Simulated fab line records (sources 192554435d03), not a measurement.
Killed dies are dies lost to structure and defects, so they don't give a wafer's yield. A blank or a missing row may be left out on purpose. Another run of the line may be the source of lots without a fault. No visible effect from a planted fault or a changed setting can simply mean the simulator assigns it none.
Chamber matching -- flow n5_finfet -- 4 sister chambers for N5_BEOL_M14_ETCH_67 on rie_diel-03
The step etches SiARC in CF4, target depth 143 nm, time 238.3 s. 8 wafers are shown with their chamber, then 7 later ones without.

## WAFERS WITH THEIR CHAMBER
wafer,chamber,showerhead_plenum_p_Torr (Torr),drypump_motor_current_A (A)
L079.4,3,2.10,5.3
L081.5,2,2.25,5.8
L081.6,1,2.09,5.4
L089.1,2,2.25,5.8
L089.2,0,2.03,5.7
L089.3,1,2.08,5.5
L089.4,3,2.10,5.3
L089.5,0,2.03,5.7

## WAFERS WHOSE CHAMBER IS MISSING
wafer,showerhead_plenum_p_Torr (Torr),drypump_motor_current_A (A)
L089.6,2.10,5.3
L087.3,2.03,5.7
L087.4,2.25,5.8
L087.6,2.10,5.3
L085.2,2.03,5.7
L085.3,2.08,5.4
L085.5,2.24,5.8

## WHICH CHAMBER EACH ONE RAN IN
wafer,from the rows above,in truth
L089.6,3,3
L087.3,0,0
L087.4,2,2
L087.6,3,3
L085.2,0,0
L085.3,1,1
L085.5,2,2
Correctly placed: 7 of 7. Left unplaced by these rows: 0. Wrongly placed: 0.
How it was worked out, from the rows above alone: a wafer's distance from a chamber is the root of the sum, over the readings, of the square of ((its reading less the chamber's mean) divided by the reading's scatter). If the next closest chamber is less than 2 further off than the closest, the wafer can't be placed; otherwise it belongs to the closest. Each chamber's mean is taken over the wafers shown for it. The scatter is the square root of a quotient: the sum, over the shown wafers, of each reading's squared deviation from its chamber's mean, divided by wafers minus chambers.
